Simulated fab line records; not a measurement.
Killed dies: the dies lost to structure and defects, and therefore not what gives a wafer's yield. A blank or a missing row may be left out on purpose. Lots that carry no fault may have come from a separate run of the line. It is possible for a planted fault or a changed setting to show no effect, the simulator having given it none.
Which of the tools did it? + flow n5_finfet + Sampling: 12 lots, 32 wafers, 2 of 1938 route steps

## WHAT THE GAUGES READ, wafer by wafer
N5_BEOL_M11_CD_MEAS_35 targets a cd of 70 nm. Usual: 69.8 nm for cd_nm, sd 0.6.
| lot  | measured     | on        | cd_nm (nm)     | flag |
|------|--------------|-----------|----------------|------|
| L534 | day 10 18:57 | cd_sem-03 | 69.6 69.6 68.5 |      |
| L535 | day 11 01:30 | cd_sem-02 | 69.8 69.8 68.8 |      |
| L538 | day 11 09:46 | cd_sem-02 | 69.5 69.8 69.1 |      |
| L536 | day 11 10:15 | cd_sem-02 | 69.5 70.0      |      |
| L537 | day 11 11:34 | cd_sem-01 | 69.4 69.6      |      |
| L543 | day 12 21:01 | cd_sem-02 | 69.7 69.6 69.5 |      |
| L546 | day 14 02:13 | cd_sem-01 | 69.6 69.8      |      |
| L547 | day 14 23:13 | cd_sem-03 | 69.6 70.3 70.4 |      |
| L552 | day 15 09:38 | cd_sem-02 | 69.7 68.9      |      |
| L551 | day 15 21:41 | cd_sem-01 | 69.6 69.2 70.3 |      |
| L555 | day 16 01:19 | cd_sem-03 | 70.8 70.6 70.9 |      |
| L556 | day 16 08:16 | cd_sem-01 | 70.1 70.1 70.2 |      |

## WHICH TOOL RAN EACH LOT (tool, then ch and the chambers of the sampled wafers, then the start)
| lot  | N5_BEOL_M11_TRENCH_ETCH_37                    |
|------|-----------------------------------------------|
| L534 | rie_diel-05 ch 0,3, day 10 18:57 or earlier   |
| L535 | rie_diel-05 ch 0,1,3, day 11 01:30 or earlier |
| L538 | rie_diel-05 ch 1,2, day 11 09:46 or earlier   |
| L536 | rie_diel-01 ch 0,3, day 11 10:15 or earlier   |
| L537 | rie_diel-06 ch 2,3, day 11 11:34 or earlier   |
| L543 | rie_diel-06 ch 0,3, day 12 21:01 or earlier   |
| L546 | rie_diel-05 ch 1,2, day 14 02:13 or earlier   |
| L547 | rie_diel-01 ch 0,2,3, day 14 23:13 or earlier |
| L552 | rie_diel-05 ch 1,2, day 15 09:38 or earlier   |
| L551 | rie_diel-05 ch 0,1,2, day 15 21:41 or earlier |
| L555 | rie_diel-05 ch 0,2, day 16 01:19 or earlier   |
| L556 | rie_diel-01 ch 0,3, day 16 08:16 or earlier   |
- N5_BEOL_M11_TRENCH_ETCH_37: etches SiCOH lowk in C4F6/O2, target depth 148.83 nm, time 48 s.

## WHAT THE TOOLS THEMSELVES READ (means of the sampled wafers that have a number; where no wafer has one, the mark that the record gives instead)
N5_BEOL_M11_TRENCH_ETCH_37. Usual: O2_flow_sccm 10.00 sccm, standard deviation 0.031; drypump_motor_current_A 5.7 A, standard deviation 0.49; oes_f_703_au 0.73 a.u., standard deviation 0.057; oes_o_777_au 0.73 a.u., standard deviation 0.051; oes_product_au 0.73 a.u., standard deviation 0.052; rf_fwd_power_W 341.7 W, standard deviation 1.4; rf_vpp_V 661 V, standard deviation 13; showerhead_plenum_p_Torr 2.81 Torr, standard deviation 0.065; throttle_valve_pct 21.12 %, standard deviation 0.22.
| lot  | tool        | O2_flow_sccm (sccm) | drypump_motor_current_A (A) | oes_f_703_au (a.u.) | oes_o_777_au (a.u.) | oes_product_au (a.u.) | rf_fwd_power_W (W) | rf_vpp_V (V) | showerhead_plenum_p_Torr (Torr) | throttle_valve_pct (%) | flag |
|------|-------------|---------------------|-----------------------------|---------------------|---------------------|-----------------------|--------------------|--------------|---------------------------------|------------------------|------|
| L534 | rie_diel-05 | 9.98                | 5.1                         | 0.75                | 0.75                | 0.74                  | 341.5              | 659          | 2.80                            | 20.96                  |      |
| L535 | rie_diel-05 | 10.01               | 5.2                         | 0.73                | 0.74                | 0.73                  | 340.2              | 663          | 2.80                            | 21.11                  |      |
| L538 | rie_diel-05 | 10.02               | 5.6                         | 0.68                | 0.69                | 0.70                  | 342.7              | 679          | 2.84                            | 21.38                  |      |
| L536 | rie_diel-01 | 10.02               | 5.5                         | 0.76                | 0.74                | 0.76                  | 341.9              | 655          | 2.83                            | 20.98                  |      |
| L537 | rie_diel-06 | 9.98                | 5.9                         | 0.70                | 0.70                | 0.70                  | 341.3              | 658          | 2.82                            | 21.18                  |      |
| L543 | rie_diel-06 | 10.00               | 5.8                         | 0.73                | 0.74                | 0.72                  | 342.7              | 654          | 2.79                            | 20.99                  |      |
| L546 | rie_diel-05 | 10.00               | 5.8                         | 0.68                | 0.69                | 0.70                  | 342.3              | 678          | 2.84                            | 21.44                  |      |
| L547 | rie_diel-01 | 9.99                | 5.7                         | 0.75                | 0.74                | 0.75                  | 340.6              | 653          | 2.80                            | 21.00                  |      |
| L552 | rie_diel-05 | 10.03               | 5.8                         | 0.67                | 0.68                | 0.69                  | 342.0              | 678          | 2.83                            | 21.44                  |      |
| L551 | rie_diel-05 | 10.00               | 5.8                         | 0.70                | 0.71                | 0.70                  | 341.8              | 668          | 2.80                            | 21.30                  |      |
| L555 | rie_diel-05 | 10.01               | 6.0                         | 0.74                | 0.74                | 0.73                  | 343.5              | 656          | 2.78                            | 21.15                  |      |
| L556 | rie_diel-01 | 9.96                | 5.4                         | 0.74                | 0.73                | 0.74                  | 342.2              | 650          | 2.83                            | 21.02                  |      |

## THE ANSWER, worked out from the rows above alone
Rule: a lot is off if the mean of its wafers that have a number lies more than 3 standard deviations from the usual mean. Also off: a lot with no number at a reading for which 4 or more lots have one. Any other lot the step has rows for is counted as sound. First the gauges in route order, then the tools' own readings, where a lot's mean is used as printed above. At the first step where some lot is off, the reading lying furthest off is the one used; lots without a number count as furthest.
Nothing can be told from this: no lot is off at any reading shown.

## WHAT THE SIMULATOR HAD INSERTED
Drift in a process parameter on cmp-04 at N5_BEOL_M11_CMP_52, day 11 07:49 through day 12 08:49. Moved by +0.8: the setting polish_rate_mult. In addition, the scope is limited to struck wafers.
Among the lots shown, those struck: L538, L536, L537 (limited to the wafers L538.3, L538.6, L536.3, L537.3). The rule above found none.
